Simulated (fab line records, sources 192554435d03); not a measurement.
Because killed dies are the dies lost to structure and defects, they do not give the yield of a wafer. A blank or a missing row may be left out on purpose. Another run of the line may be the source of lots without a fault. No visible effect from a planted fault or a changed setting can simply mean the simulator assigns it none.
Which tool did it? / flow n5 finfet / Sampling: 10 lots, 25 wafers, 6 of 1938 route steps

WHAT EACH GAUGE READ, for each wafer
N5_BEOL_M4_RC_MEAS_101.
lot=L253; measured=day 8 10:38; on=prober-01; DIBL_N (mV/V)=34.2 35.1 32.4
lot=L255; measured=day 9 11:28; on=prober-01; DIBL_N (mV/V)=34.2 37.0 35.7
lot=L258; measured=day 9 15:44; on=prober-02; DIBL_N (mV/V)=36.2 35.3 36.0
lot=L259; measured=day 9 21:05; on=prober-01; DIBL_N (mV/V)=37.5 34.3 36.0
lot=L265; measured=day 11 18:34; on=prober-02; DIBL_N (mV/V)=33.5 37.1
lot=L270; measured=day 13 02:56; on=prober-02; DIBL_N (mV/V)=38.4 37.3
lot=L272; measured=day 13 08:51; on=prober-02; DIBL_N (mV/V)=38.8 36.5
lot=L273; measured=day 14 03:44; on=prober-02; DIBL_N (mV/V)=35.1 40.6
lot=L274; measured=day 14 06:13; on=prober-02; DIBL_N (mV/V)=38.1 36.0
lot=L275; measured=day 14 05:49; on=prober-01; DIBL_N (mV/V)=35.3 38.1 37.8

EACH LOT AND THE TOOL THAT RAN IT (in order: tool; ch and the chambers of the sampled wafers; start)
lot=L253; N5_BEOL_M0_TRENCH_ETCH_107=rie diel-02 ch 0,1,3, day 6 00:13; N5_BEOL_M0_STRIP_142=rie diel-02 ch 0,1,3, day 6 00:14; N5_BEOL_M0_ANNEAL_133=pvd sputter-02, day 6 02:57; N5_BEOL_M0_ECD_118=ecd cu-02 ch 0,1, day 6 03:13; N5_BEOL_M0_CMP_120=cmp-04 ch 0,1, day 6 03:36
lot=L255; N5_BEOL_M0_TRENCH_ETCH_107=rie diel-02 ch 0,3, day 6 17:46; N5_BEOL_M0_STRIP_142=rie diel-02 ch 0,3, day 6 17:47; N5_BEOL_M0_ANNEAL_133=pvd sputter-03, day 6 19:38; N5_BEOL_M0_ECD_118=ecd cu-02 ch 0,1, day 6 19:56; N5_BEOL_M0_CMP_120=cmp-02 ch 0,2,3, day 6 20:22
lot=L258; N5_BEOL_M0_TRENCH_ETCH_107=rie diel-06 ch 0,1,3, day 7 05:50; N5_BEOL_M0_STRIP_142=rie diel-06 ch 0,1,3, day 7 05:51; N5_BEOL_M0_ANNEAL_133=pvd sputter-02, day 7 07:28; N5_BEOL_M0_ECD_118=ecd cu-01 ch 0,1, day 7 07:44; N5_BEOL_M0_CMP_120=cmp-02 ch 0,2,3, day 7 08:07
lot=L259; N5_BEOL_M0_TRENCH_ETCH_107=rie diel-06 ch 0,3, day 7 12:09; N5_BEOL_M0_STRIP_142=rie diel-06 ch 0,3, day 7 12:10; N5_BEOL_M0_ANNEAL_133=pvd sputter-01, day 7 13:46; N5_BEOL_M0_ECD_118=ecd cu-01 ch 0,1, day 7 14:05; N5_BEOL_M0_CMP_120=cmp-04 ch 0,1,2, day 7 14:31
lot=L265; N5_BEOL_M0_TRENCH_ETCH_107=rie diel-02 ch 0,1, day 8 22:34; N5_BEOL_M0_STRIP_142=rie diel-02 ch 0,1, day 8 22:35; N5_BEOL_M0_ANNEAL_133=pvd sputter-01, day 8 23:54; N5_BEOL_M0_ECD_118=ecd cu-01 ch 0,1, day 9 00:14; N5_BEOL_M0_CMP_120=cmp-03 ch 0,1, day 9 00:47
lot=L270; N5_BEOL_M0_TRENCH_ETCH_107=rie diel-06 ch 0,2, day 10 06:09; N5_BEOL_M0_STRIP_142=rie diel-06 ch 0,2, day 10 06:10; N5_BEOL_M0_ANNEAL_133=pvd sputter-03, day 10 08:31; N5_BEOL_M0_ECD_118=ecd cu-01 ch 0,1, day 10 08:48; N5_BEOL_M0_CMP_120=cmp-04 ch 0,3, day 10 09:49
lot=L272; N5_BEOL_M0_TRENCH_ETCH_107=rie diel-02 ch 0,3, day 10 15:03; N5_BEOL_M0_STRIP_142=rie diel-02 ch 0,3, day 10 15:04; N5_BEOL_M0_ANNEAL_133=pvd sputter-02, day 10 18:08; N5_BEOL_M0_ECD_118=ecd cu-01 ch 0, day 10 18:24; N5_BEOL_M0_CMP_120=cmp-04 ch 1, day 10 18:47
lot=L273; N5_BEOL_M0_TRENCH_ETCH_107=rie diel-06 ch 0,3, day 11 01:19; N5_BEOL_M0_STRIP_142=rie diel-06 ch 0,3, day 11 01:20; N5_BEOL_M0_ANNEAL_133=pvd sputter-03, day 11 04:34; N5_BEOL_M0_ECD_118=ecd cu-02 ch 0,1, day 11 04:51; N5_BEOL_M0_CMP_120=cmp-02 ch 0, day 11 05:19
lot=L274; N5_BEOL_M0_TRENCH_ETCH_107=rie diel-05 ch 0, day 11 04:54; N5_BEOL_M0_STRIP_142=rie diel-05 ch 0, day 11 04:56; N5_BEOL_M0_ANNEAL_133=pvd sputter-01, day 11 07:08; N5_BEOL_M0_ECD_118=ecd cu-02 ch 1, day 11 07:26; N5_BEOL_M0_CMP_120=cmp-04 ch 2,3, day 11 07:50
lot=L275; N5_BEOL_M0_TRENCH_ETCH_107=rie diel-02 ch 0,3, day 11 06:10; N5_BEOL_M0_STRIP_142=rie diel-02 ch 0,3, day 11 06:11; N5_BEOL_M0_ANNEAL_133=pvd sputter-01, day 11 08:05; N5_BEOL_M0_ECD_118=ecd cu-02 ch 0,1, day 11 08:23; N5_BEOL_M0_CMP_120=cmp-03 ch 0,1,2, day 11 08:46
- N5_BEOL_M0_TRENCH_ETCH_107: etches SiOC in C4F6/O2, target depth 32.8 nm, time 16.4 s.
- N5_BEOL_M0_STRIP_142: strips in N2/H2, time 10 s.
- N5_BEOL_M0_ANNEAL_133: time 60 s.
- N5_BEOL_M0_ECD_118: material Cu, target thk 300 nm.
- N5_BEOL_M0_CMP_120: polishes, stops on SiOC, t overpolish 6.9 s.

THE ANSWER, worked out from the rows above alone
Rule: the usual values come from the lots themselves. Put in order of their means at a reading, lots are off if they are a third of the lots or fewer, leave a main group of 4 or more, and stand apart from it by a gap of 3 or more times the standard deviation of the main group's means; of several such gaps the widest counts. A main group whose means are all the same, to the digits that the tables above print for the reading, isn't used. A lot without any number at a reading at which 4 lots or more have one is off too. All remaining lots with rows at the step are treated as sound.
Across all readings shown, no lot is off: no conclusion can be drawn from this.

WHAT THE SIMULATOR PUT IN
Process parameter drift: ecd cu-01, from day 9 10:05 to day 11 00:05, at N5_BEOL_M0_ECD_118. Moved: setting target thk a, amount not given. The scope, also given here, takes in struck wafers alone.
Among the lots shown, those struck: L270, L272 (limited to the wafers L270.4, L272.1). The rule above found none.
